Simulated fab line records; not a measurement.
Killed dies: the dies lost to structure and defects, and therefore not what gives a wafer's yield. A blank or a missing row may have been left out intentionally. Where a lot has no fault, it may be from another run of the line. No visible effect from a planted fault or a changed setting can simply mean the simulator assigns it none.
Chamber matching :: flow n5_finfet :: cmp-02 running N5_HKMG_FIN_CMP_94: 4 sister chambers
The step polishes, stops on SiNx, t overpolish 4.7 s, target thk 43.299 nm. 7 wafers are shown with their chamber, then 7 later ones without.

== WAFERS, EACH WITH ITS CHAMBER ==
wafer: L415.3
chamber: 2
motor_current_A (A): 12.1
edge_zone_pressure_frac: 0.997

wafer: L415.6
chamber: 1
motor_current_A (A): 11.3
edge_zone_pressure_frac: 1.000

wafer: L417.1
chamber: 1
motor_current_A (A): 11.2
edge_zone_pressure_frac: 1.004

wafer: L417.2
chamber: 2
motor_current_A (A): 12.0
edge_zone_pressure_frac: 1.004

wafer: L417.3
chamber: 3
motor_current_A (A): 12.1
edge_zone_pressure_frac: 0.996

wafer: L423.1
chamber: 3
motor_current_A (A): 11.5
edge_zone_pressure_frac: 0.992

wafer: L423.5
chamber: 0
motor_current_A (A): 12.4
edge_zone_pressure_frac: 1.002

== WAFERS WITH NO CHAMBER GIVEN ==
wafer: L423.6
motor_current_A (A): 11.6
edge_zone_pressure_frac: 1.011

wafer: L425.1
motor_current_A (A): 12.1
edge_zone_pressure_frac: 1.002

wafer: L425.3
motor_current_A (A): 11.5
edge_zone_pressure_frac: 1.002

wafer: L425.4
motor_current_A (A): 12.8
edge_zone_pressure_frac: 1.008

wafer: L426.2
motor_current_A (A): 12.0
edge_zone_pressure_frac: 0.995

wafer: L426.4
motor_current_A (A): 11.9
edge_zone_pressure_frac: 1.007

wafer: L426.5
motor_current_A (A): 11.7
edge_zone_pressure_frac: 0.998

== WHICH CHAMBER EACH WENT THROUGH ==
wafer: L423.6
from the rows above: can't be placed: 1 or 2 or 0 or 3
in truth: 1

wafer: L425.1
from the rows above: can't be placed: 2 or 0
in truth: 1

wafer: L425.3
from the rows above: can't be placed: 1 or 2 or 3
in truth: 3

wafer: L425.4
from the rows above: can't be placed: 0 or 2
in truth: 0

wafer: L426.2
from the rows above: can't be placed: 3 or 2 or 0
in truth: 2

wafer: L426.4
from the rows above: can't be placed: 2 or 0 or 1 or 3
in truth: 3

wafer: L426.5
from the rows above: can't be placed: 3 or 2 or 1 or 0
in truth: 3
Placed correctly: 0 of 7. From these rows, 7 cannot be placed; in 6 the true chamber is one of the candidates. Number placed wrongly: 0.
How it was worked out, from the rows above alone: a wafer's distance from a chamber is the root of the sum, over the readings, of the square of ((its reading less the chamber's mean) divided by the reading's scatter). The wafer belongs to the nearest chamber; if the next one is less than 2 further off, it can't be placed. For every chamber, the mean is computed from those of its wafers that are shown. How the scatter is found: for the shown wafers, subtract from each reading the mean of its chamber, square and add these, divide the total by (wafers less chambers), then take the root.
